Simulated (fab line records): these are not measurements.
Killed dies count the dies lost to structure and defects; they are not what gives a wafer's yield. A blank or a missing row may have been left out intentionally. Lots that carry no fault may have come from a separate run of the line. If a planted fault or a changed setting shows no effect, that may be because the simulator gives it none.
fab line records    flow n5Finfet    part 2 of 2: steps 20 to 29 of 29
[record] lots = 5  wafers = 15  lastDay = 16
route steps=1938 shown BEOL_M10@1493
lots that met no fault: taken from a fault-free run of the same line
startH: hours from the record's first day to the start of the lot's first wafer shown    waitH: how many hours have passed since the lot's step before this one    " as in the row above    L1.1+2: a row that stands for several wafers    - no value present, or no start provided    * or withheld: withheld    < > ~ a bound
route shown NAME@n: a module of which the file shows steps, and the number in the route of the first    usual: mean/standard deviation of fault-free wafers    same: alike in all rows    chamber/n: place in a boat    sites: each site's reading    _std_site: the values' standard deviation    _edge_site: inner sites' mean taken away from outer sites' mean    radiusMm: for every site, how far away it sits from the centre of the wafer    mask NAME#n: copy n    behind: tool/chamber where the wafer was last shaped    hold: why the lot was held/for how many hours/how that ended    device: which transistor (n, p or np) failed to switch    end of line: at the end of the route, the tests of the same wafers    a step without rows: its recipe alone    killed: the dies lost at the first sort to structure and to defects; this is not the yield of the wafer    map: a wafer's dies, x killed, . not, _ none there
set.NAME: the setting as run; set.NAME@STEP: as run at that earlier step    model.NAME: the simulator's own value behind a step, which no gauge read
a table for each step, a row for each wafer; lots at some steps of the route
services: when a tool's chamber went out of use (startH, in hours from the record's first day, below 0 if earlier), for how many hours, and the reason
[[steps]]
[step N5_BEOL_M10_TRENCH_ETCH_37]
[recipe] chemistry = C4F6/O2  targetDepthA = 1488.3  target = SiCOH_lowk  timeS = 48  ionEnergyEv = 250  pressureMtorr = 30  sourceW = 345  biasW = 185  Ar_flow_sccm = 300  C4F6_flow_sccm = 10  O2_flow_sccm = 10
[usual] drypumpMotorCurrentA = 5.9/0.44  oesProductAu = 0.82/0.11  rfVppV = 665/15  showerheadPlenumPTorr = 2.83/0.084  throttleValvePct = 20.87/0.23
lot.wafer  tool        chamber  startH  waitH  drypumpMotorCurrentA  oesProductAu  rfHoursCounterH  rfVppV  showerheadPlenumPTorr  throttleValvePct
L074.1     rieDiel-03  3        -       -      5.9                   0.71          215              648     2.83                   20.75
L074.4     "           2        "       "      5.4                   1.00          -                648     2.80                   20.57
L074.5     "           1        "       "      6.3                   0.76          -                647     2.87                   21.04
L084.3     rieDiel-05  0        -       -      5.8                   0.98          6                667     2.91                   20.44
L084.5     "           0        "       "      5.8                   0.99          -                667     2.91                   20.47
L084.6     "           1        "       "      5.1                   1.01          -                665     2.92                   20.92
L086.2     rieDiel-05  3        -       -      6.5                   0.68          249              673     2.92                   21.29
L086.3     "           0        "       "      5.8                   0.98          9                666     2.91                   20.45
L086.5     "           0        "       "      5.8                   0.97          -                668     2.91                   20.46
L088.1     rieDiel-03  0        -       -      6.3                   0.93          27               658     2.77                   20.70
L088.3     "           1        "       "      6.4                   0.73          170              645     2.85                   21.09
L088.4     "           2        "       "      5.5                   0.91          -                648     2.78                   20.63
L090.3     rieDiel-02  2        -       -      5.7                   0.86          43               694     2.78                   20.82
L090.4     "           3        "       "      6.0                   0.78          100              655     2.74                   20.99
L090.5     "           1        "       "      5.4                   0.68          -                677     2.95                   20.97
[step N5_BEOL_M10_ETCH_41]
[recipe] chemistry = CH3F/O2  target = SiCN  targetDepthA = 426  taperDeg = 2  timeS = 86  ionEnergyEv = 120  maskMaterial = TiN  pressureMtorr = 30  sourceW = 395  biasW = 75  Ar_flow_sccm = 150  CH3F_flow_sccm = 30  O2_flow_sccm = 20
[usual] drypumpMotorCurrentA = 5.9/0.43  oesProductAu = 0.82/0.11  rfVppV = 297.1/1.4  showerheadPlenumPTorr = 1.99/0.062  throttleValvePct = 16.26/0.25
lot.wafer  tool        chamber  startH  waitH  drypumpMotorCurrentA  oesProductAu  rfHoursCounterH  rfVppV  showerheadPlenumPTorr  throttleValvePct
L074.1     rieDiel-03  3        -       -      5.9                   0.71          215              295.7   1.98                   16.17
L074.4     "           2        "       "      5.5                   1.00          -                298.1   1.96                   15.92
L074.5     "           1        "       "      6.4                   0.75          -                296.3   2.01                   16.41
L084.3     rieDiel-05  0        -       -      5.7                   0.98          6                297.7   2.05                   15.84
L084.5     "           0        "       "      5.7                   0.99          -                297.2   2.05                   15.83
L084.6     "           1        "       "      5.2                   1.01          -                299.3   2.06                   16.27
L086.2     rieDiel-05  3        -       -      6.5                   0.68          250              297.0   2.06                   16.72
L086.3     "           0        "       "      5.8                   0.97          9                297.9   2.05                   15.84
L086.5     "           0        "       "      5.7                   0.98          -                298.5   2.05                   15.83
L088.1     rieDiel-03  0        -       -      6.3                   0.93          27               297.3   1.95                   16.07
L088.3     "           1        "       "      6.3                   0.73          170              297.3   2.00                   16.49
L088.4     "           2        "       "      5.5                   0.91          -                297.0   1.95                   15.99
L090.3     rieDiel-02  2        -       -      5.8                   0.86          43               297.9   1.95                   16.19
L090.4     "           3        "       "      6.0                   0.78          100              295.0   1.92                   16.39
L090.5     "           1        "       "      5.4                   0.68          -                299.6   2.07                   16.37
[step N5_BEOL_M10_STRIP_77]
[recipe] chemistry = N2/H2  timeS = 10  powerW = 450  tempC = 40  pressureMtorr = 20  rfFrequencyHz = 6e+07  biasPowerW = 7  n2FlowSccm = 200  h2FlowSccm = 200
[usual] drypumpMotorCurrentA = 5.9/0.43  n2FlowSccm = 200.0/0.57  oesProductAu = 0.82/0.11  rfVppV = 59.2/0.86  showerheadPlenumPTorr = 2.52/0.078  throttleValvePct = 23.51/0.24
lot.wafer  tool        chamber  startH  waitH  drypumpMotorCurrentA  n2FlowSccm  oesProductAu  rfHoursCounterH  rfVppV  showerheadPlenumPTorr  throttleValvePct
L074.1     rieDiel-03  3        -       -      5.9                   199.7       0.71          215              57.9    2.53                   23.44
L074.4     "           2        "       "      5.4                   199.4       0.98          -                58.6    2.48                   23.26
L074.5     "           1        "       "      6.3                   199.8       0.76          -                57.3    2.53                   23.50
L084.3     rieDiel-05  0        -       -      5.8                   201.1       0.98          6                59.8    2.59                   23.12
L084.5     "           0        "       "      5.8                   200.3       0.97          -                58.7    2.59                   23.14
L084.6     "           1        "       "      5.2                   200.2       1.02          -                58.2    2.60                   23.48
L086.2     rieDiel-05  3        -       -      6.5                   200.1       0.67          250              59.4    2.61                   24.12
L086.3     "           0        "       "      5.8                   200.7       0.98          9                59.7    2.59                   23.14
L086.5     "           0        "       "      5.8                   200.1       0.97          -                59.9    2.59                   23.16
L088.1     rieDiel-03  0        -       -      6.3                   199.8       0.93          27               58.9    2.48                   23.35
L088.3     "           1        "       "      6.4                   200.1       0.74          170              59.3    2.52                   23.55
L088.4     "           2        "       "      5.5                   200.9       0.91          -                58.1    2.47                   23.29
L090.3     rieDiel-02  2        -       -      5.8                   199.7       0.85          43               59.9    2.46                   23.62
L090.4     "           3        "       "      6.0                   199.8       0.78          100              58.6    2.44                   23.58
L090.5     "           1        "       "      5.4                   199.2       0.69          -                59.5    2.62                   23.75
[step N5_BEOL_M10_OCD_MEAS_38]
[usual] trenchDepthNm = 149.9/2.8
lot.wafer  tool    chamber  startH  waitH  trenchDepthNm
L074.1     ocd-02  -        230.76  -      151.6
L074.4     "       -        "       "      152.0
L074.5     "       -        "       "      148.0
L084.3     ocd-02  -        294.14  -      151.3
L084.5     "       -        "       "      152.1
L084.6     "       -        "       "      152.0
L086.2     ocd-01  -        302.87  -      151.0
L086.3     "       -        "       "      153.4
L086.5     "       -        "       "      152.4
L088.1     ocd-01  -        313.71  -      152.2
L088.3     "       -        "       "      148.1
L088.4     "       -        "       "      153.0
L090.3     ocd-02  -        320.62  -      149.0
L090.4     "       -        "       "      147.0
L090.5     "       -        "       "      141.6
[step N5_BEOL_M10_HM_STRIP_39]
[recipe] chemistry = peroxideTinStrip  material = TiN  targetDepthA = 250  tempC = 50  timeS = 158
lot.wafer   tool         chamber  startH  waitH
L074.1+4+5  wetBench-06  1,5,6    230.79  0.0
L084.3+5+6  wetBench-03  0,5,2    294.17  0.0
L086.2+3+5  wetBench-03  7,1,2    302.90  0.0
L088.1+3+4  wetBench-01  6,4,0    313.74  0.0
L090.3+4+5  wetBench-03  1,5,6    320.65  0.0
[step N5_BEOL_M10_SRD_40]
[recipe] timeS = 30  tempC = 23  rinseLiquid = diw  dry = ipaMarangoni
lot.wafer   tool         chamber  startH  waitH
L074.1+4+5  wetBench-06  1,5,6    230.84  0.0
L084.3+5+6  wetBench-03  0,5,2    294.22  0.0
L086.2+3+5  wetBench-03  7,1,2    302.94  0.0
L088.1+3+4  wetBench-01  6,4,0    313.79  0.0
L090.3+4+5  wetBench-03  1,5,6    320.69  0.0
[step N5_BEOL_M10_PRECLEAN_42]
[recipe] chemistry = residueRemover  timeS = 60  tempC = 40
lot.wafer   tool         chamber  startH  waitH
L074.1+4+5  wetBench-06  1,5,6    230.86  0.0
L084.3+5+6  wetBench-03  0,5,2    294.23  0.0
L086.2+3+5  wetBench-03  7,1,2    302.96  0.0
L088.1+3+4  wetBench-01  6,4,0    313.81  0.0
L090.3+4+5  wetBench-03  1,5,6    320.71  0.0
[step N5_BEOL_M10_SRD_43]
[recipe] timeS = 30  tempC = 23  rinseLiquid = diw  dry = ipaMarangoni
lot.wafer   tool         chamber  startH  waitH
L074.1+4+5  wetBench-06  1,5,6    230.87  0.0
L084.3+5+6  wetBench-03  0,5,2    294.25  0.0
L086.2+3+5  wetBench-03  7,1,2    302.98  0.0
L088.1+3+4  wetBench-01  6,4,0    313.83  0.0
L090.3+4+5  wetBench-03  1,5,6    320.73  0.0
[step N5_BEOL_M10_CD_MEAS_35]
[recipe] targetCdNm = 70  polarity = opening
[usual] cdNm = 70.0/0.62
lot.wafer  tool      chamber  startH  waitH  cdNm
L074.1     cdSem-03  -        230.91  0.0    69.8
L074.4     "         -        "       "      69.2
L074.5     "         -        "       "      69.8
L084.3     cdSem-02  -        294.29  0.0    69.7
L084.5     "         -        "       "      69.7
L084.6     "         -        "       "      69.5
L086.2     cdSem-02  -        303.02  0.0    70.6
L086.3     "         -        "       "      71.4
L086.5     "         -        "       "      70.7
L088.1     cdSem-02  -        313.87  0.0    70.0
L088.3     "         -        "       "      69.7
L088.4     "         -        "       "      70.2
L090.3     cdSem-02  -        320.77  0.0    69.2
L090.4     "         -        "       "      69.5
L090.5     "         -        "       "      69.5
[step N5_BEOL_M10_CURE_72]
[recipe] tempC = 370  timeS = 120  ambient = DMADMS/He  material = SiCOH_lowk
[usual] lampPowerPct = 52.31/0.056  wafer_temp_C_max = 372.1/0.84
lot.wafer  tool       chamber  startH  waitH  lampPowerPct  wafer_temp_C_max
L074.1     uvCure-01  2        230.96  0.0    52.32         371.7
L074.4     "          2        "       "      52.38         373.4
L074.5     "          2        "       "      52.28         372.5
L084.3     uvCure-02  2        294.43  0.1    52.24         373.4
L084.5     "          2        "       "      52.33         372.7
L084.6     "          2        "       "      52.32         372.9
L086.2     uvCure-01  2        303.11  0.1    52.25         372.0
L086.3     "          2        "       "      52.31         373.3
L086.5     "          2        "       "      52.40         372.2
L088.1     uvCure-01  1        314.06  0.2    52.30         371.0
L088.3     "          1        "       "      52.28         371.0
L088.4     "          1        "       "      52.32         371.6
L090.3     uvCure-01  1        321.01  0.2    52.34         370.9
L090.4     "          1        "       "      52.27         371.0
L090.5     "          1        "       "      52.37         371.2
[[services]]
tool            chamber  startH  hours  kind
arfiScanner-01  -        205.89  1.0    pm
uvCure-02       -        213.58  11.4   repair
rieDiel-03      1        217.32  3.5    repair
arfiScanner-01  -        221.87  1.1    repair
arfiScanner-01  -        225.94  0.6    repair
uvCure-01       -        238.22  2.1    pm
arfiScanner-01  -        241.11  0.8    pm
wetBench-01     -        245.79  2.5    repair
arfiScanner-02  -        251.34  1.4    repair
rieDiel-05      3        253.97  1.8    repair
rieDiel-02      1        259.41  3.0    repair
arfiScanner-03  -        259.88  2.8    repair
uvCure-01       -        262.91  1.0    pm
arfiScanner-01  -        267.66  1.0    pm
arfiScanner-02  -        268.60  1.4    repair
rieDiel-02      0        272.35  6.4    repair
rieDiel-03      3        272.91  8.3    repair
arfiScanner-02  -        274.79  1.3    pm
uvCure-02       -        282.70  0.8    repair
arfiScanner-02  -        282.71  0.8    pm
rieDiel-03      2        308.08  2.5    repair
rieDiel-03      3        308.34  5.9    repair
rieDiel-03      1        314.59  8.3    repair
arfiScanner-01  -        318.38  3.1    pm
